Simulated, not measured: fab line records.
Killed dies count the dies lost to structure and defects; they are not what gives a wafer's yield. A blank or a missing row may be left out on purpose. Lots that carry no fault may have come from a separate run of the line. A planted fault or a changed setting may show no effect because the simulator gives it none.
Which tool is to blame? | flow nand-harc | 12 lots, 36 wafers sampled, at 4 steps of a route of 1302

WHAT EACH GAUGE READ, for each wafer
No reading from a measuring or inspecting step in the record can be judged against a usual standard deviation.

WHAT TOOL EACH LOT RAN ON (gives the tool, then ch and the chambers of the sampled wafers, and finally the start)
lot  | NHARC_A_CHANNEL_HOLE_D2_ETCH_24  | NHARC_A_CHANNEL_FILL_D2_ALD_14   | NHARC_A_CHANNEL_FILL_D2_ALD_16   | NHARC_A_CHANNEL_FILL_D2_ETCHBACK_19
L360 | har-etch-01 ch 0,1, day 13 15:01 | ald-hk-04 ch 0,1,2, day 14 03:49 | ald-hk-02 ch 1,2, day 14 08:56   | rie-si-01 ch 0,2,3, day 14 20:59
L363 | har-etch-01 ch 0,1, day 14 10:27 | ald-hk-02 ch 0,3, day 14 21:12   | ald-hk-04 ch 1,2,3, day 15 02:26 | rie-si-02 ch 0,2, day 15 14:25
L364 | har-etch-02 ch 0,1, day 15 03:00 | ald-hk-03 ch 0,2,3, day 15 13:35 | ald-hk-03 ch 1,2, day 15 20:18   | rie-si-02 ch 0,2,3, day 16 09:18
L366 | har-etch-01 ch 0,1, day 16 00:54 | ald-hk-03 ch 0,1,2, day 16 11:44 | ald-hk-03 ch 0,1,3, day 16 17:03 | rie-si-02 ch 0,1,3, day 17 07:14
L367 | har-etch-02 ch 0,1, day 16 11:21 | ald-hk-04 ch 1,2, day 16 22:06   | ald-hk-04 ch 0,2, day 17 03:19   | rie-si-02 ch 2,3, day 17 15:09
L368 | har-etch-01 ch 0,1, day 17 02:37 | ald-hk-02 ch 1,2,3, day 17 13:29 | ald-hk-04 ch 1,2,3, day 17 18:38 | rie-si-01 ch 1,2,3, day 18 08:42
L375 | har-etch-01 ch 0,1, day 19 10:38 | ald-hk-02 ch 0,1, day 19 22:16   | ald-hk-02 ch 0,3, day 20 03:25   | rie-si-02 ch 0,2,3, day 20 15:21
L374 | har-etch-02 ch 0,1, day 19 14:21 | ald-hk-03 ch 0,1,2, day 20 01:11 | ald-hk-02 ch 0,3, day 20 06:22   | rie-si-03 ch 0,2,3, day 20 15:19
L376 | har-etch-01 ch 0,1, day 20 13:02 | ald-hk-04 ch 0,1,2, day 20 23:15 | ald-hk-03 ch 0,2,3, day 21 07:56 | rie-si-03 ch 0,3, day 21 19:40
L379 | har-etch-02 ch 0,1, day 21 08:28 | ald-hk-02 ch 0,1,2, day 21 21:21 | ald-hk-04 ch 2,3, day 22 02:29   | rie-si-01 ch 2,3, day 22 14:05
L382 | har-etch-01 ch 0,1, day 22 10:00 | ald-hk-04 ch 1,2,3, day 22 20:43 | ald-hk-03 ch 0,1,2, day 23 02:08 | rie-si-01 ch 0,1, day 23 14:12
L383 | har-etch-01 ch 0,1, day 22 15:05 | ald-hk-03 ch 0,1,3, day 23 01:56 | ald-hk-03 ch 1,2,3, day 23 07:07 | rie-si-03 ch 0,1,3, day 23 20:41
- NHARC_A_CHANNEL_HOLE_D2_ETCH_24: etches the open film in C4F8/O2/Ar, time 906.2 s, target depth 1500 nm.
- NHARC_A_CHANNEL_FILL_D2_ALD_14: deposits SiO2, target thk 2.5 nm, pulse time 10 s, ald cycles 25.
- NHARC_A_CHANNEL_FILL_D2_ALD_16: deposits SiO2, target thk 1.5 nm, pulse time 10 s, ald cycles 15.
- NHARC_A_CHANNEL_FILL_D2_ETCHBACK_19: etches the open film in HBr/Cl2, target depth 5 nm, time 1.7 s.

WHAT THE TOOLS THEMSELVES READ (means of the sampled wafers that have a number; where no wafer has one, the mark that the record gives instead)
NHARC_A_CHANNEL_HOLE_D2_ETCH_24. Usual: drypump-motor-current-A 5.31 A, standard deviation 0.21; showerhead-plenum-p-Torr 3.68 Torr, standard deviation 0.12; throttle-valve-pct 32.234 %, standard deviation 0.0093.
lot  | tool        | drypump-motor-current-A (A) | showerhead-plenum-p-Torr (Torr) | throttle-valve-pct (%) | flag
L360 | har-etch-01 | 5.19                        | 3.67                            | 32.235                 |
L363 | har-etch-01 | 5.14                        | 3.66                            | 32.242                 |
L364 | har-etch-02 | 5.38                        | 3.50                            | 32.235                 |
L366 | har-etch-01 | 5.20                        | 3.66                            | 32.240                 |
L367 | har-etch-02 | 5.50                        | 3.78                            | 32.234                 |
L368 | har-etch-01 | 5.16                        | 3.64                            | 32.239                 |
L375 | har-etch-01 | 5.19                        | 3.63                            | 32.239                 |
L374 | har-etch-02 | 5.37                        | 3.83                            | 32.233                 |
L376 | har-etch-01 | 5.13                        | 3.61                            | 32.232                 |
L379 | har-etch-02 | 5.51                        | 3.74                            | 32.234                 |
L382 | har-etch-01 | 5.19                        | 3.61                            | 32.226                 |
L383 | har-etch-01 | 5.21                        | 3.60                            | 32.234                 |

NHARC_A_CHANNEL_FILL_D2_ALD_14. Usual: heater-power-w 469 W, standard deviation 28; precursor-pulse-height-rel 0.999, standard deviation 0.02.
lot  | tool      | heater-power-w (W) | precursor-pulse-height-rel | flag
L360 | ald-hk-04 | 454                | 0.988                      |
L363 | ald-hk-02 | 490                | 0.990                      |
L364 | ald-hk-03 | 484                | 0.980                      |
L366 | ald-hk-03 | 496                | 1.008                      |
L367 | ald-hk-04 | 460                | 0.991                      |
L368 | ald-hk-02 | 447                | 0.976                      |
L375 | ald-hk-02 | 468                | 1.007                      |
L374 | ald-hk-03 | 488                | 0.981                      |
L376 | ald-hk-04 | 453                | 1.006                      |
L379 | ald-hk-02 | 475                | 1.008                      |
L382 | ald-hk-04 | 450                | 1.010                      |
L383 | ald-hk-03 | 483                | 1.000                      |

NHARC_A_CHANNEL_FILL_D2_ALD_16. Usual: heater-power-w 473 W, standard deviation 29; precursor-pulse-height-rel 1.001, standard deviation 0.02.
lot  | tool      | heater-power-w (W) | precursor-pulse-height-rel | flag
L360 | ald-hk-02 | 462                | 1.006                      |
L363 | ald-hk-04 | 455                | 0.998                      |
L364 | ald-hk-03 | 493                | 0.982                      |
L366 | ald-hk-03 | 471                | 1.020                      |
L367 | ald-hk-04 | 476                | 0.993                      |
L368 | ald-hk-04 | 458                | 0.996                      |
L375 | ald-hk-02 | 496                | 0.988                      |
L374 | ald-hk-02 | 463                | 0.994                      |
L376 | ald-hk-03 | 489                | 1.008                      |
L379 | ald-hk-04 | 480                | 1.007                      |
L382 | ald-hk-03 | 480                | 1.007                      |
L383 | ald-hk-03 | 469                | 1.003                      |

NHARC_A_CHANNEL_FILL_D2_ETCHBACK_19. Usual: drypump-motor-current-A 5.8 A, standard deviation 0.57; oes-product-au 0.999 a.u., standard deviation 0.0089; rf-fwd-power-W 390.6 W, standard deviation 1.2; throttle-valve-pct 26.406 %, standard deviation 0.0096.
lot  | tool      | drypump-motor-current-A (A) | oes-product-au (a.u.) | rf-fwd-power-W (W) | throttle-valve-pct (%) | flag
L360 | rie-si-01 | 6.0                         | 1.004                 | 390.6              | 26.406                 |
L363 | rie-si-02 | 5.5                         | 1.009                 | 389.6              | 26.413                 |
L364 | rie-si-02 | 5.8                         | 0.994                 | 391.5              | 26.405                 |
L366 | rie-si-02 | 5.4                         | 0.997                 | 390.3              | 26.402                 |
L367 | rie-si-02 | 6.2                         | 0.997                 | 391.3              | 26.412                 |
L368 | rie-si-01 | 5.8                         | 1.005                 | 391.0              | 26.414                 |
L375 | rie-si-02 | 5.8                         | 1.000                 | 391.1              | 26.412                 |
L374 | rie-si-03 | 6.0                         | 1.008                 | 389.8              | 26.404                 |
L376 | rie-si-03 | 6.3                         | 1.001                 | 390.5              | 26.401                 |
L379 | rie-si-01 | 5.8                         | 0.998                 | 390.6              | 26.396                 |
L382 | rie-si-01 | 6.5                         | 0.985                 | 389.6              | 26.411                 |
L383 | rie-si-03 | 5.8                         | 0.995                 | 391.0              | 26.412                 |

THE ANSWER, worked out from the rows above alone
Rule: a lot counts as off when the mean over its wafers that have a number is more than 3 standard deviations away from the usual mean. A lot without any number at a reading at which 4 lots or more have one is off too. Where the step has rows for the other lots, those lots are counted as sound. The gauges are gone through in route order, then the tools' own readings, and for those a lot's mean is taken as printed above. At the first step where some lot is off, the reading lying furthest off is the one used; lots without a number count as furthest.
Nothing can be told from this: no lot is off at any reading shown.

WHAT THE SIMULATOR HAD PUT IN
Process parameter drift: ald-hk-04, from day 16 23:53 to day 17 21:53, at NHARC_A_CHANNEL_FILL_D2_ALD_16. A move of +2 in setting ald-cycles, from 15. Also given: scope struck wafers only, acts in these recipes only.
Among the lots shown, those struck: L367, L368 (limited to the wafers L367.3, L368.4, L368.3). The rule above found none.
